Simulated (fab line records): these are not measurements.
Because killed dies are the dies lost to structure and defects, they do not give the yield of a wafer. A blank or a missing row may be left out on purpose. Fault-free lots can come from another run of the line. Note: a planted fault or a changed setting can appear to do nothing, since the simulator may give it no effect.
Which of the tools did it? / flow n5Finfet / 72 wafers from 24 lots sampled at 6 of the route's 1938 steps

## WHAT EACH GAUGE READ, for each wafer
N5_BEOL_M12_INSPECT_30: inspects for defects (macro). Usual: rawDefectCount reads 1.9 (standard deviation 1.4).
lot=L074; measured=day 10 04:13; on=defectInspect-01; rawDefectCount=1 0 2; flag=
lot=L076; measured=day 10 20:31; on=defectInspect-02; rawDefectCount=1 2 2; flag=
lot=L075; measured=day 10 21:51; on=defectInspect-02; rawDefectCount=6 4 2; flag=
lot=L079; measured=day 11 05:41; on=defectInspect-01; rawDefectCount=2 3 0; flag=
lot=L077; measured=day 11 05:50; on=defectInspect-01; rawDefectCount=1 2 2; flag=
lot=L078; measured=day 11 06:23; on=defectInspect-02; rawDefectCount=5 3 3; flag=
lot=L081; measured=day 11 23:26; on=defectInspect-02; rawDefectCount=2 5 2; flag=
lot=L080; measured=day 12 06:28; on=defectInspect-02; rawDefectCount=0 0 3; flag=
lot=L082; measured=day 12 08:13; on=defectInspect-02; rawDefectCount=2 4 2; flag=
lot=L084; measured=day 13 00:04; on=defectInspect-01; rawDefectCount=3 2 1; flag=
lot=L083; measured=day 13 03:29; on=defectInspect-02; rawDefectCount=3 0 2; flag=
lot=L085; measured=day 13 05:33; on=defectInspect-02; rawDefectCount=3 2 1; flag=
lot=L086; measured=day 13 11:00; on=defectInspect-02; rawDefectCount=2 2 1; flag=
lot=L088; measured=day 14 04:30; on=defectInspect-01; rawDefectCount=2 2 2; flag=
lot=L087; measured=day 14 04:55; on=defectInspect-01; rawDefectCount=1 1 2; flag=
lot=L089; measured=day 14 16:17; on=defectInspect-01; rawDefectCount=3 1 1; flag=
lot=L091; measured=day 14 18:25; on=defectInspect-02; rawDefectCount=0 4 0; flag=
lot=L093; measured=day 14 20:44; on=defectInspect-02; rawDefectCount=2 1 2; flag=
lot=L090; measured=day 14 21:11; on=defectInspect-01; rawDefectCount=4 4 0; flag=
lot=L092; measured=day 15 00:17; on=defectInspect-02; rawDefectCount=1 0 2; flag=
lot=L094; measured=day 15 14:47; on=defectInspect-01; rawDefectCount=1 1 1; flag=
lot=L095; measured=day 16 00:56; on=defectInspect-01; rawDefectCount=2 4 3; flag=
lot=L096; measured=day 16 01:24; on=defectInspect-02; rawDefectCount=1 1 3; flag=
lot=L097; measured=day 16 07:18; on=defectInspect-02; rawDefectCount=1 3 5; flag=

N5_BEOL_M12_THK_MEAS_50: measures by xrf. Usual: M12_THK typically reads 326 nm, with standard deviation 6.
lot=L074; measured=day 10 08:33; on=filmMetro-02; M12_THK (nm)=320 324 327; flag=
lot=L076; measured=day 11 00:50; on=filmMetro-01; M12_THK (nm)=335 333 326; flag=
lot=L075; measured=day 11 01:06; on=filmMetro-01; M12_THK (nm)=325 335 325; flag=
lot=L079; measured=day 11 08:28; on=filmMetro-01; M12_THK (nm)=326 318 334; flag=
lot=L077; measured=day 11 08:56; on=filmMetro-02; M12_THK (nm)=324 321 323; flag=
lot=L078; measured=day 11 10:32; on=filmMetro-01; M12_THK (nm)=321 319 324; flag=
lot=L081; measured=day 12 02:14; on=filmMetro-01; M12_THK (nm)=321 324 322; flag=
lot=L080; measured=day 12 10:32; on=filmMetro-02; M12_THK (nm)=327 318 323; flag=
lot=L082; measured=day 12 10:56; on=filmMetro-01; M12_THK (nm)=325 335 336; flag=
lot=L084; measured=day 13 03:19; on=filmMetro-02; M12_THK (nm)=330 316 333; flag=
lot=L083; measured=day 13 05:31; on=filmMetro-01; M12_THK (nm)=326 332 332; flag=
lot=L085; measured=day 13 12:46; on=filmMetro-02; M12_THK (nm)=321 325 327; flag=
lot=L086; measured=day 13 14:14; on=filmMetro-02; M12_THK (nm)=321 331 319; flag=
lot=L088; measured=day 14 09:08; on=filmMetro-02; M12_THK (nm)=327 327 328; flag=
lot=L087; measured=day 14 09:38; on=filmMetro-01; M12_THK (nm)=327 318 328; flag=
lot=L089; measured=day 14 20:50; on=filmMetro-01; M12_THK (nm)=337 334 332; flag=
lot=L091; measured=day 14 21:37; on=filmMetro-01; M12_THK (nm)=323 336 336; flag=
lot=L093; measured=day 14 23:08; on=filmMetro-01; M12_THK (nm)=324 319 319; flag=
lot=L090; measured=day 15 05:13; on=filmMetro-01; M12_THK (nm)=337 324 322; flag=
lot=L092; measured=day 15 05:31; on=filmMetro-01; M12_THK (nm)=327 313 322; flag=
lot=L094; measured=day 15 19:19; on=filmMetro-01; M12_THK (nm)=332 336 333; flag=
lot=L095; measured=day 16 04:11; on=filmMetro-02; M12_THK (nm)=334 325 326; flag=
lot=L096; measured=day 16 04:12; on=filmMetro-01; M12_THK (nm)=333 336 335; flag=
lot=L097; measured=day 16 10:06; on=filmMetro-02; M12_THK (nm)=334 324 336; flag=

N5_BEOL_M13_CD_MEAS_17: target cd 190 nm. Usual: cdNm reads 189.0 nm (standard deviation 2.2).
lot=L074; measured=day 10 09:58; on=cdSem-02; cdNm (nm)=192.3 191.3 189.8; flag=
lot=L076; measured=day 11 02:14; on=cdSem-01; cdNm (nm)=189.3 191.7 191.9; flag=
lot=L075; measured=day 11 02:23; on=cdSem-02; cdNm (nm)=189.5 190.2 187.5; flag=
lot=L079; measured=day 11 09:45; on=cdSem-03; cdNm (nm)=190.3 189.8 189.6; flag=
lot=L077; measured=day 11 10:20; on=cdSem-01; cdNm (nm)=188.1 189.7 188.9; flag=
lot=L078; measured=day 11 11:55; on=cdSem-03; cdNm (nm)=187.2 188.5 187.9; flag=
lot=L081; measured=day 12 03:53; on=cdSem-02; cdNm (nm)=187.3 191.7 189.3; flag=
lot=L080; measured=day 12 11:58; on=cdSem-03; cdNm (nm)=190.2 190.3 190.7; flag=
lot=L082; measured=day 12 12:14; on=cdSem-03; cdNm (nm)=187.1 186.9 187.5; flag=
lot=L084; measured=day 13 04:55; on=cdSem-02; cdNm (nm)=188.2 188.1 187.0; flag=
lot=L083; measured=day 13 06:49; on=cdSem-03; cdNm (nm)=189.2 189.5 191.2; flag=
lot=L085; measured=day 13 14:24; on=cdSem-01; cdNm (nm)=188.3 188.9 190.0; flag=
lot=L086; measured=day 13 15:37; on=cdSem-02; cdNm (nm)=189.4 191.4 191.5; flag=
lot=L088; measured=day 14 10:40; on=cdSem-03; cdNm (nm)=188.6 184.5 186.0; flag=
lot=L087; measured=day 14 11:28; on=cdSem-01; cdNm (nm)=189.9 186.5 190.0; flag=
lot=L089; measured=day 14 22:05; on=cdSem-03; cdNm (nm)=189.4 189.3 189.4; flag=
lot=L091; measured=day 14 23:01; on=cdSem-01; cdNm (nm)=186.4 185.3 187.0; flag=
lot=L093; measured=day 15 00:23; on=cdSem-02; cdNm (nm)=184.3 185.3 185.2; flag=
lot=L090; measured=day 15 06:40; on=cdSem-02; cdNm (nm)=188.7 191.7 187.5; flag=
lot=L092; measured=day 15 06:54; on=cdSem-01; cdNm (nm)=187.2 191.9 190.4; flag=
lot=L094; measured=day 15 21:00; on=cdSem-02; cdNm (nm)=190.5 191.4 190.8; flag=
lot=L095; measured=day 16 05:27; on=cdSem-02; cdNm (nm)=189.3 191.1 191.4; flag=
lot=L096; measured=day 16 05:37; on=cdSem-01; cdNm (nm)=191.5 195.1 191.7; flag=
lot=L097; measured=day 16 11:30; on=cdSem-01; cdNm (nm)=189.5 187.4 189.6; flag=

## EACH LOT AND THE TOOL THAT RAN IT (in order: tool; ch and the chambers of the sampled wafers; start)
lot=L074; N5_BEOL_M12_VIA_ETCH_16=rieDiel-03 ch 3, day 10 03:19; N5_BEOL_M12_STRIP_37=plasmaAsher-02 ch 0, day 10 04:59; N5_BEOL_M12_DEP_53=pecvd-01 ch 0,2, day 10 08:37
lot=L076; N5_BEOL_M12_VIA_ETCH_16=rieDiel-01 ch 1,2, day 10 19:35; N5_BEOL_M12_STRIP_37=plasmaAsher-02 ch 0,1, day 10 21:06; N5_BEOL_M12_DEP_53=pecvd-03 ch 0,1, day 11 00:54
lot=L075; N5_BEOL_M12_VIA_ETCH_16=rieDiel-03 ch 1,2,3, day 10 21:04; N5_BEOL_M12_STRIP_37=plasmaAsher-02 ch 0,1, day 10 22:27; N5_BEOL_M12_DEP_53=pecvd-03 ch 0,1, day 11 01:11
lot=L079; N5_BEOL_M12_VIA_ETCH_16=rieDiel-06 ch 1,2, day 11 04:53; N5_BEOL_M12_STRIP_37=plasmaAsher-02 ch 0,1, day 11 06:31; N5_BEOL_M12_DEP_53=pecvd-04 ch 0,1, day 11 08:31
lot=L077; N5_BEOL_M12_VIA_ETCH_16=rieDiel-01 ch 0,2,3, day 11 05:04; N5_BEOL_M12_STRIP_37=plasmaAsher-02 ch 0,1, day 11 06:46; N5_BEOL_M12_DEP_53=pecvd-01 ch 1,2, day 11 09:00
lot=L078; N5_BEOL_M12_VIA_ETCH_16=rieDiel-01 ch 0,2,3, day 11 05:28; N5_BEOL_M12_STRIP_37=plasmaAsher-01 ch 0,1, day 11 07:40; N5_BEOL_M12_DEP_53=pecvd-01 ch 1,2, day 11 10:35
lot=L081; N5_BEOL_M12_VIA_ETCH_16=rieDiel-01 ch 0,1,3, day 11 22:19; N5_BEOL_M12_STRIP_37=plasmaAsher-01 ch 0,1, day 12 00:20; N5_BEOL_M12_DEP_53=pecvd-04 ch 0,1, day 12 02:19
lot=L080; N5_BEOL_M12_VIA_ETCH_16=rieDiel-01 ch 0,2,3, day 12 05:28; N5_BEOL_M12_STRIP_37=plasmaAsher-01 ch 0,1, day 12 07:07; N5_BEOL_M12_DEP_53=pecvd-04 ch 0,1,2, day 12 10:37
lot=L082; N5_BEOL_M12_VIA_ETCH_16=rieDiel-03 ch 0,1,2, day 12 07:19; N5_BEOL_M12_STRIP_37=plasmaAsher-01 ch 0,1, day 12 08:49; N5_BEOL_M12_DEP_53=pecvd-04 ch 0,2, day 12 10:59
lot=L084; N5_BEOL_M12_VIA_ETCH_16=rieDiel-01 ch 1,2,3, day 12 23:09; N5_BEOL_M12_STRIP_37=plasmaAsher-01 ch 0,1, day 13 00:39; N5_BEOL_M12_DEP_53=pecvd-03 ch 1,2, day 13 03:22
lot=L083; N5_BEOL_M12_VIA_ETCH_16=rieDiel-06 ch 0,1,3, day 13 02:35; N5_BEOL_M12_STRIP_37=plasmaAsher-02 ch 0,1, day 13 04:09; N5_BEOL_M12_DEP_53=pecvd-01 ch 1,2, day 13 05:36
lot=L085; N5_BEOL_M12_VIA_ETCH_16=rieDiel-03 ch 1,2,3, day 13 04:25; N5_BEOL_M12_STRIP_37=plasmaAsher-01 ch 0,1, day 13 06:08; N5_BEOL_M12_DEP_53=pecvd-01 ch 1,2, day 13 12:51
lot=L086; N5_BEOL_M12_VIA_ETCH_16=rieDiel-06 ch 0,3, day 13 10:05; N5_BEOL_M12_STRIP_37=plasmaAsher-01 ch 0,1, day 13 11:36; N5_BEOL_M12_DEP_53=pecvd-04 ch 0,1,2, day 13 14:18
lot=L088; N5_BEOL_M12_VIA_ETCH_16=rieDiel-03 ch 0,3, day 14 03:37; N5_BEOL_M12_STRIP_37=plasmaAsher-01 ch 0,1, day 14 05:33; N5_BEOL_M12_DEP_53=pecvd-03 ch 0,1, day 14 09:12
lot=L087; N5_BEOL_M12_VIA_ETCH_16=rieDiel-01 ch 2,3, day 14 04:08; N5_BEOL_M12_STRIP_37=plasmaAsher-02 ch 0, day 14 05:42; N5_BEOL_M12_DEP_53=pecvd-03 ch 0,2, day 14 09:42
lot=L089; N5_BEOL_M12_VIA_ETCH_16=rieDiel-01 ch 1,2, day 14 15:25; N5_BEOL_M12_STRIP_37=plasmaAsher-02 ch 1, day 14 16:52; N5_BEOL_M12_DEP_53=pecvd-03 ch 0,1,2, day 14 20:53
lot=L091; N5_BEOL_M12_VIA_ETCH_16=rieDiel-06 ch 0,1, day 14 17:30; N5_BEOL_M12_STRIP_37=plasmaAsher-02 ch 0,1, day 14 19:02; N5_BEOL_M12_DEP_53=pecvd-03 ch 0,2, day 14 21:41
lot=L093; N5_BEOL_M12_VIA_ETCH_16=rieDiel-03 ch 0,1, day 14 19:56; N5_BEOL_M12_STRIP_37=plasmaAsher-01 ch 0,1, day 14 21:20; N5_BEOL_M12_DEP_53=pecvd-04 ch 0,1,2, day 14 23:12
lot=L090; N5_BEOL_M12_VIA_ETCH_16=rieDiel-06 ch 1,2,3, day 14 20:17; N5_BEOL_M12_STRIP_37=plasmaAsher-02 ch 0,1, day 14 21:47; N5_BEOL_M12_DEP_53=pecvd-04 ch 0,2, day 15 05:17
lot=L092; N5_BEOL_M12_VIA_ETCH_16=rieDiel-01 ch 0,3, day 14 23:29; N5_BEOL_M12_STRIP_37=plasmaAsher-02 ch 0,1, day 15 00:52; N5_BEOL_M12_DEP_53=pecvd-03 ch 0,1, day 15 05:35
lot=L094; N5_BEOL_M12_VIA_ETCH_16=rieDiel-01 ch 0,1,2, day 15 13:52; N5_BEOL_M12_STRIP_37=plasmaAsher-01 ch 0,1, day 15 15:23; N5_BEOL_M12_DEP_53=pecvd-03 ch 0,1,2, day 15 19:22
lot=L095; N5_BEOL_M12_VIA_ETCH_16=rieDiel-01 ch 0,2, day 16 00:02; N5_BEOL_M12_STRIP_37=plasmaAsher-02 ch 0,1, day 16 01:32; N5_BEOL_M12_DEP_53=pecvd-04 ch 0,2, day 16 04:15
lot=L096; N5_BEOL_M12_VIA_ETCH_16=rieDiel-03 ch 2,3, day 16 00:37; N5_BEOL_M12_STRIP_37=plasmaAsher-01 ch 0,1, day 16 02:00; N5_BEOL_M12_DEP_53=pecvd-03 ch 0,1,2, day 16 04:16
lot=L097; N5_BEOL_M12_VIA_ETCH_16=rieDiel-01 ch 0,1, day 16 06:23; N5_BEOL_M12_STRIP_37=plasmaAsher-01 ch 0,1, day 16 08:07; N5_BEOL_M12_DEP_53=pecvd-03 ch 0,1,2, day 16 10:10
- N5_BEOL_M12_VIA_ETCH_16: etches SiOC in C4F8/O2/Ar, target depth 724.8 nm.
- N5_BEOL_M12_STRIP_37: strips in N2/H2.
- N5_BEOL_M12_DEP_53: deposits SiCN from 3MS/NH3, target thk 30 nm, time 10.5 s.

## WHAT THE TOOLS THEMSELVES READ (means of the sampled wafers that have a number; where no wafer has one, the mark that the record gives instead)
N5_BEOL_M12_VIA_ETCH_16. Usual: drypumpMotorCurrentA 5.6 A, standard deviation 0.51; mfcArSccm 400.1 sccm, standard deviation 1.2; oesProductAu 0.72 a.u., standard deviation 0.076; rfVppV 666 V, standard deviation 3.2; showerheadPlenumPTorr 3.43 Torr, standard deviation 0.12; throttleValvePct 24.21 %, standard deviation 0.24.
lot=L074; tool=rieDiel-03; drypumpMotorCurrentA (A)=5.8; mfcArSccm (sccm)=400.9; oesProductAu (a.u.)=0.83; rfVppV (V)=666; showerheadPlenumPTorr (Torr)=3.47; throttleValvePct (%)=24.18; flag=
lot=L076; tool=rieDiel-01; drypumpMotorCurrentA (A)=5.3; mfcArSccm (sccm)=399.9; oesProductAu (a.u.)=0.74; rfVppV (V)=667; showerheadPlenumPTorr (Torr)=3.50; throttleValvePct (%)=24.42; flag=
lot=L075; tool=rieDiel-03; drypumpMotorCurrentA (A)=5.4; mfcArSccm (sccm)=399.8; oesProductAu (a.u.)=0.72; rfVppV (V)=663; showerheadPlenumPTorr (Torr)=3.35; throttleValvePct (%)=24.19; flag=
lot=L079; tool=rieDiel-06; drypumpMotorCurrentA (A)=5.3; mfcArSccm (sccm)=399.5; oesProductAu (a.u.)=0.70; rfVppV (V)=665; showerheadPlenumPTorr (Torr)=3.39; throttleValvePct (%)=24.28; flag=
lot=L077; tool=rieDiel-01; drypumpMotorCurrentA (A)=5.7; mfcArSccm (sccm)=399.2; oesProductAu (a.u.)=0.70; rfVppV (V)=668; showerheadPlenumPTorr (Torr)=3.50; throttleValvePct (%)=24.28; flag=
lot=L078; tool=rieDiel-01; drypumpMotorCurrentA (A)=5.8; mfcArSccm (sccm)=400.1; oesProductAu (a.u.)=0.69; rfVppV (V)=668; showerheadPlenumPTorr (Torr)=3.50; throttleValvePct (%)=24.28; flag=
lot=L081; tool=rieDiel-01; drypumpMotorCurrentA (A)=6.0; mfcArSccm (sccm)=399.5; oesProductAu (a.u.)=0.73; rfVppV (V)=666; showerheadPlenumPTorr (Torr)=3.42; throttleValvePct (%)=24.10; flag=
lot=L080; tool=rieDiel-01; drypumpMotorCurrentA (A)=5.7; mfcArSccm (sccm)=400.4; oesProductAu (a.u.)=0.69; rfVppV (V)=668; showerheadPlenumPTorr (Torr)=3.50; throttleValvePct (%)=24.28; flag=
lot=L082; tool=rieDiel-03; drypumpMotorCurrentA (A)=5.6; mfcArSccm (sccm)=400.2; oesProductAu (a.u.)=0.64; rfVppV (V)=663; showerheadPlenumPTorr (Torr)=3.35; throttleValvePct (%)=24.26; flag=
lot=L084; tool=rieDiel-01; drypumpMotorCurrentA (A)=5.8; mfcArSccm (sccm)=400.4; oesProductAu (a.u.)=0.73; rfVppV (V)=667; showerheadPlenumPTorr (Torr)=3.49; throttleValvePct (%)=24.19; flag=
lot=L083; tool=rieDiel-06; drypumpMotorCurrentA (A)=5.1; mfcArSccm (sccm)=400.2; oesProductAu (a.u.)=0.68; rfVppV (V)=665; showerheadPlenumPTorr (Torr)=3.41; throttleValvePct (%)=24.19; flag=
lot=L085; tool=rieDiel-03; drypumpMotorCurrentA (A)=5.5; mfcArSccm (sccm)=398.9; oesProductAu (a.u.)=0.69; rfVppV (V)=663; showerheadPlenumPTorr (Torr)=3.34; throttleValvePct (%)=24.21; flag=
lot=L086; tool=rieDiel-06; drypumpMotorCurrentA (A)=4.9; mfcArSccm (sccm)=401.0; oesProductAu (a.u.)=0.67; rfVppV (V)=665; showerheadPlenumPTorr (Torr)=3.35; throttleValvePct (%)=24.03; flag=
lot=L088; tool=rieDiel-03; drypumpMotorCurrentA (A)=5.9; mfcArSccm (sccm)=400.9; oesProductAu (a.u.)=0.80; rfVppV (V)=667; showerheadPlenumPTorr (Torr)=3.46; throttleValvePct (%)=24.20; flag=
lot=L087; tool=rieDiel-01; drypumpMotorCurrentA (A)=5.6; mfcArSccm (sccm)=399.5; oesProductAu (a.u.)=0.69; rfVppV (V)=669; showerheadPlenumPTorr (Torr)=3.56; throttleValvePct (%)=24.40; flag=
lot=L089; tool=rieDiel-01; drypumpMotorCurrentA (A)=5.3; mfcArSccm (sccm)=400.5; oesProductAu (a.u.)=0.70; rfVppV (V)=667; showerheadPlenumPTorr (Torr)=3.48; throttleValvePct (%)=24.46; flag=
lot=L091; tool=rieDiel-06; drypumpMotorCurrentA (A)=5.3; mfcArSccm (sccm)=400.1; oesProductAu (a.u.)=0.66; rfVppV (V)=666; showerheadPlenumPTorr (Torr)=3.45; throttleValvePct (%)=24.36; flag=
lot=L093; tool=rieDiel-03; drypumpMotorCurrentA (A)=5.3; mfcArSccm (sccm)=399.1; oesProductAu (a.u.)=0.73; rfVppV (V)=663; showerheadPlenumPTorr (Torr)=3.37; throttleValvePct (%)=24.03; flag=
lot=L090; tool=rieDiel-06; drypumpMotorCurrentA (A)=5.2; mfcArSccm (sccm)=400.1; oesProductAu (a.u.)=0.68; rfVppV (V)=663; showerheadPlenumPTorr (Torr)=3.33; throttleValvePct (%)=24.17; flag=
lot=L092; tool=rieDiel-01; drypumpMotorCurrentA (A)=5.9; mfcArSccm (sccm)=400.0; oesProductAu (a.u.)=0.83; rfVppV (V)=666; showerheadPlenumPTorr (Torr)=3.42; throttleValvePct (%)=24.03; flag=
lot=L094; tool=rieDiel-01; drypumpMotorCurrentA (A)=5.5; mfcArSccm (sccm)=399.9; oesProductAu (a.u.)=0.76; rfVppV (V)=665; showerheadPlenumPTorr (Torr)=3.41; throttleValvePct (%)=24.27; flag=
lot=L095; tool=rieDiel-01; drypumpMotorCurrentA (A)=5.3; mfcArSccm (sccm)=400.5; oesProductAu (a.u.)=0.72; rfVppV (V)=667; showerheadPlenumPTorr (Torr)=3.48; throttleValvePct (%)=24.47; flag=
lot=L096; tool=rieDiel-03; drypumpMotorCurrentA (A)=5.7; mfcArSccm (sccm)=400.1; oesProductAu (a.u.)=0.80; rfVppV (V)=670; showerheadPlenumPTorr (Torr)=3.57; throttleValvePct (%)=24.18; flag=
lot=L097; tool=rieDiel-01; drypumpMotorCurrentA (A)=5.7; mfcArSccm (sccm)=399.5; oesProductAu (a.u.)=0.82; rfVppV (V)=662; showerheadPlenumPTorr (Torr)=3.33; throttleValvePct (%)=24.10; flag=

N5_BEOL_M12_STRIP_37. Usual: drypumpMotorCurrentA 5.7 A, standard deviation 0.36; heaterPowerW 352 W, standard deviation 35; oesProductAu 0.790 a.u., standard deviation 0.0094.
lot=L074; tool=plasmaAsher-02; drypumpMotorCurrentA (A)=5.9; heaterPowerW (W)=314; oesProductAu (a.u.)=0.793; flag=
lot=L076; tool=plasmaAsher-02; drypumpMotorCurrentA (A)=5.8; heaterPowerW (W)=347; oesProductAu (a.u.)=0.787; flag=
lot=L075; tool=plasmaAsher-02; drypumpMotorCurrentA (A)=5.7; heaterPowerW (W)=372; oesProductAu (a.u.)=0.793; flag=
lot=L079; tool=plasmaAsher-02; drypumpMotorCurrentA (A)=5.7; heaterPowerW (W)=370; oesProductAu (a.u.)=0.794; flag=
lot=L077; tool=plasmaAsher-02; drypumpMotorCurrentA (A)=5.8; heaterPowerW (W)=348; oesProductAu (a.u.)=0.788; flag=
lot=L078; tool=plasmaAsher-01; drypumpMotorCurrentA (A)=5.9; heaterPowerW (W)=336; oesProductAu (a.u.)=0.792; flag=
lot=L081; tool=plasmaAsher-01; drypumpMotorCurrentA (A)=5.5; heaterPowerW (W)=354; oesProductAu (a.u.)=0.796; flag=
lot=L080; tool=plasmaAsher-01; drypumpMotorCurrentA (A)=5.9; heaterPowerW (W)=337; oesProductAu (a.u.)=0.789; flag=
lot=L082; tool=plasmaAsher-01; drypumpMotorCurrentA (A)=5.9; heaterPowerW (W)=331; oesProductAu (a.u.)=0.794; flag=
lot=L084; tool=plasmaAsher-01; drypumpMotorCurrentA (A)=5.5; heaterPowerW (W)=351; oesProductAu (a.u.)=0.793; flag=
lot=L083; tool=plasmaAsher-02; drypumpMotorCurrentA (A)=5.8; heaterPowerW (W)=372; oesProductAu (a.u.)=0.790; flag=
lot=L085; tool=plasmaAsher-01; drypumpMotorCurrentA (A)=5.5; heaterPowerW (W)=354; oesProductAu (a.u.)=0.786; flag=
lot=L086; tool=plasmaAsher-01; drypumpMotorCurrentA (A)=5.9; heaterPowerW (W)=334; oesProductAu (a.u.)=0.792; flag=
lot=L088; tool=plasmaAsher-01; drypumpMotorCurrentA (A)=5.9; heaterPowerW (W)=336; oesProductAu (a.u.)=0.793; flag=
lot=L087; tool=plasmaAsher-02; drypumpMotorCurrentA (A)=5.9; heaterPowerW (W)=318; oesProductAu (a.u.)=0.796; flag=
lot=L089; tool=plasmaAsher-02; drypumpMotorCurrentA (A)=5.6; heaterPowerW (W)=402; oesProductAu (a.u.)=0.785; flag=
lot=L091; tool=plasmaAsher-02; drypumpMotorCurrentA (A)=5.8; heaterPowerW (W)=339; oesProductAu (a.u.)=0.780; flag=
lot=L093; tool=plasmaAsher-01; drypumpMotorCurrentA (A)=5.5; heaterPowerW (W)=351; oesProductAu (a.u.)=0.790; flag=
lot=L090; tool=plasmaAsher-02; drypumpMotorCurrentA (A)=5.8; heaterPowerW (W)=344; oesProductAu (a.u.)=0.787; flag=
lot=L092; tool=plasmaAsher-02; drypumpMotorCurrentA (A)=5.7; heaterPowerW (W)=376; oesProductAu (a.u.)=0.782; flag=
lot=L094; tool=plasmaAsher-01; drypumpMotorCurrentA (A)=5.9; heaterPowerW (W)=338; oesProductAu (a.u.)=0.778; flag=
lot=L095; tool=plasmaAsher-02; drypumpMotorCurrentA (A)=5.8; heaterPowerW (W)=349; oesProductAu (a.u.)=0.793; flag=
lot=L096; tool=plasmaAsher-01; drypumpMotorCurrentA (A)=5.5; heaterPowerW (W)=353; oesProductAu (a.u.)=0.796; flag=
lot=L097; tool=plasmaAsher-01; drypumpMotorCurrentA (A)=5.9; heaterPowerW (W)=333; oesProductAu (a.u.)=0.795; flag=

N5_BEOL_M12_DEP_53. Usual: showerheadPlenumPTorr 4.161 Torr, standard deviation 0.017; throttleValvePct 18.2 %, standard deviation 1.1.
lot=L074; tool=pecvd-01; showerheadPlenumPTorr (Torr)=4.160; throttleValvePct (%)=18.4; flag=
lot=L076; tool=pecvd-03; showerheadPlenumPTorr (Torr)=4.175; throttleValvePct (%)=18.3; flag=
lot=L075; tool=pecvd-03; showerheadPlenumPTorr (Torr)=4.167; throttleValvePct (%)=18.0; flag=
lot=L079; tool=pecvd-04; showerheadPlenumPTorr (Torr)=4.145; throttleValvePct (%)=18.3; flag=
lot=L077; tool=pecvd-01; showerheadPlenumPTorr (Torr)=4.174; throttleValvePct (%)=20.0; flag=
lot=L078; tool=pecvd-01; showerheadPlenumPTorr (Torr)=4.172; throttleValvePct (%)=18.9; flag=
lot=L081; tool=pecvd-04; showerheadPlenumPTorr (Torr)=4.147; throttleValvePct (%)=18.3; flag=
lot=L080; tool=pecvd-04; showerheadPlenumPTorr (Torr)=4.147; throttleValvePct (%)=17.6; flag=
lot=L082; tool=pecvd-04; showerheadPlenumPTorr (Torr)=4.150; throttleValvePct (%)=16.9; flag=
lot=L084; tool=pecvd-03; showerheadPlenumPTorr (Torr)=4.179; throttleValvePct (%)=17.9; flag=
lot=L083; tool=pecvd-01; showerheadPlenumPTorr (Torr)=4.166; throttleValvePct (%)=20.2; flag=
lot=L085; tool=pecvd-01; showerheadPlenumPTorr (Torr)=4.171; throttleValvePct (%)=19.2; flag=
lot=L086; tool=pecvd-04; showerheadPlenumPTorr (Torr)=4.144; throttleValvePct (%)=17.7; flag=
lot=L088; tool=pecvd-03; showerheadPlenumPTorr (Torr)=4.169; throttleValvePct (%)=18.0; flag=
lot=L087; tool=pecvd-03; showerheadPlenumPTorr (Torr)=4.167; throttleValvePct (%)=18.1; flag=
lot=L089; tool=pecvd-03; showerheadPlenumPTorr (Torr)=4.165; throttleValvePct (%)=18.1; flag=
lot=L091; tool=pecvd-03; showerheadPlenumPTorr (Torr)=4.153; throttleValvePct (%)=18.3; flag=
lot=L093; tool=pecvd-04; showerheadPlenumPTorr (Torr)=4.150; throttleValvePct (%)=17.8; flag=
lot=L090; tool=pecvd-04; showerheadPlenumPTorr (Torr)=4.151; throttleValvePct (%)=16.9; flag=
lot=L092; tool=pecvd-03; showerheadPlenumPTorr (Torr)=4.176; throttleValvePct (%)=18.2; flag=
lot=L094; tool=pecvd-03; showerheadPlenumPTorr (Torr)=4.169; throttleValvePct (%)=18.1; flag=
lot=L095; tool=pecvd-04; showerheadPlenumPTorr (Torr)=4.149; throttleValvePct (%)=17.8; flag=
lot=L096; tool=pecvd-03; showerheadPlenumPTorr (Torr)=4.173; throttleValvePct (%)=18.1; flag=
lot=L097; tool=pecvd-03; showerheadPlenumPTorr (Torr)=4.164; throttleValvePct (%)=18.0; flag=

## THE ANSWER, worked out from the rows above alone
Rule: lot off if the mean of its wafers having a number is beyond 3 standard deviations from the usual mean. Also off: a lot with no number at a reading for which 4 or more lots have one. Where the step has rows for the other lots, those lots are counted as sound. The gauges are gone through in route order, then the tools' own readings, and for those a lot's mean is taken as printed above. The first step at which some lot is off is used, and at that step the reading that is off furthest; a lot without a number counts as furthest.
Nothing can be told from this: no lot is off at any reading shown.

## WHAT THE SIMULATOR PUT IN
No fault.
